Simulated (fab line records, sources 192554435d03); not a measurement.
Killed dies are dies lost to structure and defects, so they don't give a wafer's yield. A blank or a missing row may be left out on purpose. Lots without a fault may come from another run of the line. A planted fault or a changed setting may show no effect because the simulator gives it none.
Chamber matching | flow n5_finfet | N5_BEOL_M13_DEP_53 on pecvd-02: 3 sister chambers
The step deposits SiCN from 3MS/NH3, target thk 50 nm, time 17.8 s. 14 wafers are shown with their chamber, then 7 later ones without.

WAFERS WITH THEIR CHAMBER
wafer  | chamber | throttle_valve_pct (%) | showerhead_plenum_p_Torr (Torr)
L075.1 | 0       | 18.5                   | 4.160
L075.3 | 1       | 19.0                   | 4.158
L075.4 | 0       | 18.3                   | 4.161
L079.2 | 1       | 19.1                   | 4.154
L079.3 | 2       | 16.6                   | 4.197
L079.6 | 0       | 18.3                   | 4.168
L089.1 | 0       | 18.4                   | 4.149
L089.2 | 1       | 19.3                   | 4.155
L089.6 | 1       | 19.4                   | 4.149
L092.1 | 2       | 16.4                   | 4.190
L092.3 | 1       | 19.0                   | 4.142
L092.4 | 1       | 18.8                   | 4.147
L095.3 | 0       | 18.5                   | 4.155
L095.4 | 0       | 18.7                   | 4.155

SIGNATURES (means of the wafers above)
reading                  | chamber 0 | chamber 1 | chamber 2 | scatter within a chamber
throttle_valve_pct       | 18.450    | 19.100    | 16.500    | 0.185
showerhead_plenum_p_Torr | 4.15800   | 4.15083   | 4.19350   | 0.00612
Rule: a wafer's distance from a chamber is the root of the sum, over the readings, of the square of ((its reading less the chamber's mean) divided by the reading's scatter). The wafer belongs to the nearest chamber; if the next one is less than 2 further off, it can't be placed. The scatter: the root of (the sum of the squares of (reading less its chamber's mean) over the shown wafers, divided by (wafers less chambers)).

WAFERS WITHOUT THEIR CHAMBER
wafer  | throttle_valve_pct (%) | showerhead_plenum_p_Torr (Torr)
L095.6 | 16.8                   | 4.199
L094.2 | 16.5                   | 4.192
L094.4 | 18.9                   | 4.143
L094.6 | 16.4                   | 4.197
L096.1 | 16.6                   | 4.194
L096.5 | 18.7                   | 4.157
L096.6 | 19.4                   | 4.146

WHICH CHAMBER EACH WENT THROUGH
wafer  | from the rows above     | in truth
L095.6 | 2                       | 2
L094.2 | 2                       | 2
L094.4 | can't be placed: 1 or 0 | 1
L094.6 | 2                       | 2
L096.1 | 2                       | 2
L096.5 | can't be placed: 0 or 1 | 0
L096.6 | 1                       | 1
Placed correctly: 5 of 7. Can't be placed from these rows: 2 (the true chamber is among the candidates in 2). Placed wrongly: 0.
